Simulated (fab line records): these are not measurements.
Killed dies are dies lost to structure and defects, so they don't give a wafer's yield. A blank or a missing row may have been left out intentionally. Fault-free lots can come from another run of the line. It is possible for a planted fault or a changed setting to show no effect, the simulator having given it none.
Problem report in the 8D (eight disciplines) form, filled by code / flow nand_harc / the parts of the form that need people (team, actions taken, sign-off) are left out

## 1. WHAT IS WRONG
At NHARC_END_SORT_01, killed_at_other averages 659.0 over 2 wafers from 2 lots, while fault-free wafers read 0.7, standard deviation 1.1. That is +99 or more standard deviations from the usual mean.
The first sign was on wafer L289.2 at day 21 12:37, on prober-02. Wafers with a number at this step in the record: 12, from 4 lots. The rule behind "out" and "out of limits": a value lying over 4 standard deviations away from the usual mean. All remaining wafers that have a number are taken as sound.

## 2. WHAT IT IS, WHAT IT ISN'T
question=which readings at this step | is=killed_at_other, defect_limited_yield, killed_dies, sort_bin_3_pct, sort_n_pass, sort_rim_yield_pct, sort_yield_pct | is not=killed_at_array, killed_at_periphery, killed_open, killed_short, sort_bin_2_pct
question=which lots | is=L289, L293 | is not=L303, L305
question=which wafers of those lots | is=L289.2, L293.2 | is not=L289.4, L289.6, L293.3, L293.4
question=read on which gauges | is=prober-02 | is not=prober-01
question=when | is=from day 21 12:37 | is not=up to then (0 sound wafers); but 10 sound wafers of L289, L293, L303, L305 came after

## 3. THE SUSPECTS, EACH WITH WHAT RULES IT OUT
Counting: any tool at a process step up to the reading remains a suspect provided it ran every lot that is out. Sound lots after the first of them don't rule it out here, since some wafers of a struck lot are sound.
- the gauge at NHARC_END_SORT_01: kept. All the wafers that are out were read on prober-02, and no step on other tools shows them out.
- cmp-04 at NHARC_A_BONDPAD_CMP_29 (polishes SiCN, target thk 200 nm): kept. It ran every lot that is out, first L289 (day 18 16:44).
- pecvd-04 at NHARC_THIN_TSV_DEP_47 (deposits SiO2, target thk 200 nm): kept. It ran every lot that is out, first L289 (day 19 13:12).
- pvd_sputter-02 at NHARC_THIN_TSV_DEGAS_53 (time 60 s): kept. It ran every lot that is out, first L289 (day 19 16:17).
- pvd_sputter-02 at NHARC_THIN_TSV_PVD_24 (deposits Al, target thk 800 nm): kept. It ran every lot that is out, first L289 (day 19 16:46).
Left after counting: cmp-04 at NHARC_A_BONDPAD_CMP_29, pecvd-04 at NHARC_THIN_TSV_DEP_47, pvd_sputter-02 at NHARC_THIN_TSV_DEGAS_53, pvd_sputter-02 at NHARC_THIN_TSV_PVD_24, prober-02 at NHARC_END_SORT_01.

## 4. THE CAUSE (what the simulator had put in)
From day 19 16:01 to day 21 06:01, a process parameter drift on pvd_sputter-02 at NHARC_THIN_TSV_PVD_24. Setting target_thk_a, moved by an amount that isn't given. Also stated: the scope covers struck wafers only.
This tool is one of the 5 suspects left after counting.

## 5. SEQUENCE OF EFFECTS, ordered by route
Rows list readings where the struck wafers' mean (over those with a number) sits beyond 3 standard deviations from the usual. Only readings whose record carries a usual standard deviation are examined. hours: median over the lots of the time between each lot's start at the first step of this table that gives one and its start at this step. sigmas: the change, counted in usual standard deviations.
hours=0; step=NHARC_END_SORT_01; reading=defect_limited_yield; usual=95.2 %; on struck wafers=0.0; change=-95.2; sigmas=-60
hours=0; step=NHARC_END_SORT_01; reading=killed_at_other; usual=0.7; on struck wafers=659.0; change=+658.3; sigmas=+99 or more
hours=0; step=NHARC_END_SORT_01; reading=killed_dies; usual=33; on struck wafers=677; change=+644; sigmas=+59
hours=0; step=NHARC_END_SORT_01; reading=sort_bin_3_pct; usual=0.24 %; on struck wafers=97.56; change=+97.32; sigmas=+99 or more
hours=0; step=NHARC_END_SORT_01; reading=sort_n_pass; usual=644; on struck wafers=0; change=-644; sigmas=-59
hours=0; step=NHARC_END_SORT_01; reading=sort_rim_yield_pct; usual=96.5 %; on struck wafers=0.0; change=-96.5; sigmas=-42
hours=0; step=NHARC_END_SORT_01; reading=sort_yield_pct; usual=95.2 %; on struck wafers=0.0; change=-95.2; sigmas=-60

## 6. WHAT WOULD HAVE CAUGHT IT SOONER
In this record the first reading out of limits at a measuring or inspecting step was taken at day 21 12:37, 45 hours after the fault began at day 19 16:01.
Each of the lots that are out, 2 in all, had begun NHARC_THIN_TSV_PVD_24 on pvd_sputter-02 no later than day 21 12:37. Holding the tool at that point would not have protected any of them.
